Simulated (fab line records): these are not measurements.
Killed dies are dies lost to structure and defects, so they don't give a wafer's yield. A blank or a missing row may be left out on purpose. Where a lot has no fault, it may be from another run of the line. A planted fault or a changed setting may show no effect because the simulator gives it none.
What tool caused it? ; flow nand_harc ; 14 lots with 42 wafers sampled at 5 steps, on a route of 1302 steps

## WHAT EACH GAUGE READ, for each wafer
NHARC_P_CONTACT_CD_MEAS_12: the cd target is 90 nm.
lot;measured;on;cd_nm (nm)
L582;day 6 05:40;cd_sem-02;89.7 89.3 89.0
L583;day 6 21:20;cd_sem-02;88.3 89.2 88.6
L585;day 7 15:42;cd_sem-01;88.2 88.5 89.5
L589;day 9 08:49;cd_sem-01;97.9 89.1 89.7
L591;day 9 22:01;cd_sem-02;90.2 96.6 89.6
L593;day 10 15:32;cd_sem-01;88.9 90.6 89.6
L594;day 11 09:21;cd_sem-03;89.0 90.7 88.5
L596;day 11 23:33;cd_sem-02;89.7 88.9 88.6
L597;day 12 14:15;cd_sem-03;89.5 90.5 90.7
L598;day 12 18:29;cd_sem-03;89.2 88.8 88.6
L599;day 13 10:23;cd_sem-01;90.9 90.6 91.2
L601;day 14 06:22;cd_sem-02;90.2 89.2 89.1
L603;day 15 07:31;cd_sem-02;88.4 89.7 89.8
L604;day 15 16:55;cd_sem-01;89.5 91.1 90.3

NHARC_P_CONTACT_OVL_MEAS_13.
lot;measured;on;overlay_x_nm (nm);overlay_y_nm (nm)
L582;day 6 05:45;overlay-01;0.2 0.0 -0.3;0.3 -0.1 0.3
L583;day 6 21:26;overlay-02;-0.5 -0.7 -0.6;-0.3 0.4 -0.3
L585;day 7 15:47;overlay-02;0.4 0.8 0.3;-0.9 -0.5 -0.9
L589;day 9 08:55;overlay-02;-0.3 -0.5 -0.2;-0.7 -0.5 -1.1
L591;day 9 22:06;overlay-01;-0.8 -1.3 -0.8;0.0 -0.2 0.0
L593;day 10 15:38;overlay-02;-1.0 0.1 -0.8;-0.2 -0.5 -0.3
L594;day 11 09:26;overlay-02;-1.4 -1.2 -1.0;0.8 0.6 0.5
L596;day 11 23:38;overlay-01;0.6 1.0 1.5;0.0 0.2 -0.7
L597;day 12 14:20;overlay-02;0.3 0.5 0.9;1.3 1.5 1.0
L598;day 12 18:35;overlay-02;-1.4 -1.3 -1.1;-0.1 -0.1 -0.4
L599;day 13 10:28;overlay-01;-0.2 0.0 0.0;-0.6 -0.5 -0.2
L601;day 14 06:27;overlay-01;0.7 0.3 0.4;-1.4 -1.3 -0.7
L603;day 15 07:36;overlay-02;-0.9 -0.8 -0.8;0.9 0.8 1.0
L604;day 15 17:00;overlay-01;1.0 1.2 0.9;-1.4 -1.1 -1.5

NHARC_P_CONTACT_CD_MEAS_19.
lot;measured;on;cd_nm (nm)
L582;day 6 06:44;cd_sem-01;89.8 86.1 89.7
L583;day 6 22:34;cd_sem-02;86.6 87.4 84.7
L585;day 7 16:46;cd_sem-03;90.9 85.6 90.7
L589;day 9 09:53;cd_sem-01;94.4 85.7 86.2
L591;day 9 23:04;cd_sem-02;88.0 98.5 89.9
L593;day 10 16:36;cd_sem-03;90.6 89.4 88.5
L594;day 11 10:24;cd_sem-02;90.5 91.3 90.2
L596;day 12 00:36;cd_sem-02;88.5 90.3 90.3
L597;day 12 15:19;cd_sem-01;89.2 86.9 88.9
L598;day 12 19:33;cd_sem-03;91.1 89.0 88.3
L599;day 13 11:35;cd_sem-02;90.9 90.7 92.5
L601;day 14 07:25;cd_sem-03;87.7 91.3 89.4
L603;day 15 08:35;cd_sem-03;89.6 90.1 88.7
L604;day 15 18:07;cd_sem-03;88.6 91.3 84.8

## WHICH TOOL RAN EACH LOT (tool, then ch and the chambers of the sampled wafers, then the start)
lot;NHARC_P_GATE_STRIP_95;NHARC_P_CONTACT_PEB_10
L582;plasma_asher-01 ch 0,1, day 6 02:08;litho_track-01 ch 0, day 6 05:35
L583;plasma_asher-01 ch 0,1, day 6 17:53;litho_track-06 ch 0, day 6 21:16
L585;plasma_asher-02 ch 0,1, day 7 12:24;litho_track-06 ch 0, day 7 15:37
L589;plasma_asher-01 ch 0,1, day 9 05:20;litho_track-06 ch 0, day 9 08:44
L591;plasma_asher-02 ch 0,1, day 9 18:23;litho_track-06 ch 0, day 9 21:56
L593;plasma_asher-01 ch 0,1, day 10 12:07;litho_track-01 ch 0, day 10 15:28
L594;plasma_asher-01 ch 0,1, day 11 05:38;litho_track-01 ch 0, day 11 09:16
L596;plasma_asher-02 ch 0, day 11 19:59;litho_track-01 ch 0, day 11 23:28
L597;plasma_asher-01 ch 1, day 12 10:48;litho_track-06 ch 0, day 12 14:10
L598;plasma_asher-01 ch 0,1, day 12 15:09;litho_track-06 ch 0, day 12 18:25
L599;plasma_asher-01 ch 0,1, day 13 06:50;litho_track-04 ch 0, day 13 10:18
L601;plasma_asher-01 ch 0,1, day 14 02:51;litho_track-06 ch 0, day 14 06:17
L603;plasma_asher-01 ch 0,1, day 15 04:13;litho_track-06 ch 0, day 15 07:26
L604;plasma_asher-02 ch 0,1, day 15 13:37;litho_track-04 ch 0, day 15 16:50
- NHARC_P_GATE_STRIP_95: strips in O2.
- NHARC_P_CONTACT_PEB_10: peb time 65 s.

## WHAT THE TOOLS THEMSELVES READ (means of the sampled wafers that have a number; where no wafer has one, the mark that the record gives instead)
NHARC_P_GATE_STRIP_95.
lot;tool;drypump_motor_current_A (A);heater_power_w (W)
L582;plasma_asher-01;5.6;331
L583;plasma_asher-01;6.1;349
L585;plasma_asher-02;5.6;325
L589;plasma_asher-01;5.6;324
L591;plasma_asher-02;5.4;328
L593;plasma_asher-01;5.6;327
L594;plasma_asher-01;5.6;327
L596;plasma_asher-02;5.9;319
L597;plasma_asher-01;5.1;317
L598;plasma_asher-01;5.6;330
L599;plasma_asher-01;6.1;337
L601;plasma_asher-01;5.6;327
L603;plasma_asher-01;5.6;330
L604;plasma_asher-02;5.6;327

## THE ANSWER, worked out from the rows above alone
Rule: what is usual is taken from the lots themselves. Put in order of their means at a reading, lots are off if they are a third of the lots or fewer, leave a main group of 4 or more, and stand apart from it by a gap of 3 or more times the standard deviation of the main group's means; of several such gaps the widest counts. The tables above print the reading to a certain number of digits; a main group whose means all agree to those digits is not used. A lot without any number at a reading at which 4 lots or more have one is off too. All remaining lots with rows at the step are treated as sound. The gauges are gone through in route order, then the tools' own readings, and for those a lot's mean is taken as printed above. At the first step where some lot is off, the reading lying furthest off is the one used; lots without a number count as furthest.
No lot is off at any reading shown: from this, nothing can be told.

## WHAT THE SIMULATOR HAD INSERTED
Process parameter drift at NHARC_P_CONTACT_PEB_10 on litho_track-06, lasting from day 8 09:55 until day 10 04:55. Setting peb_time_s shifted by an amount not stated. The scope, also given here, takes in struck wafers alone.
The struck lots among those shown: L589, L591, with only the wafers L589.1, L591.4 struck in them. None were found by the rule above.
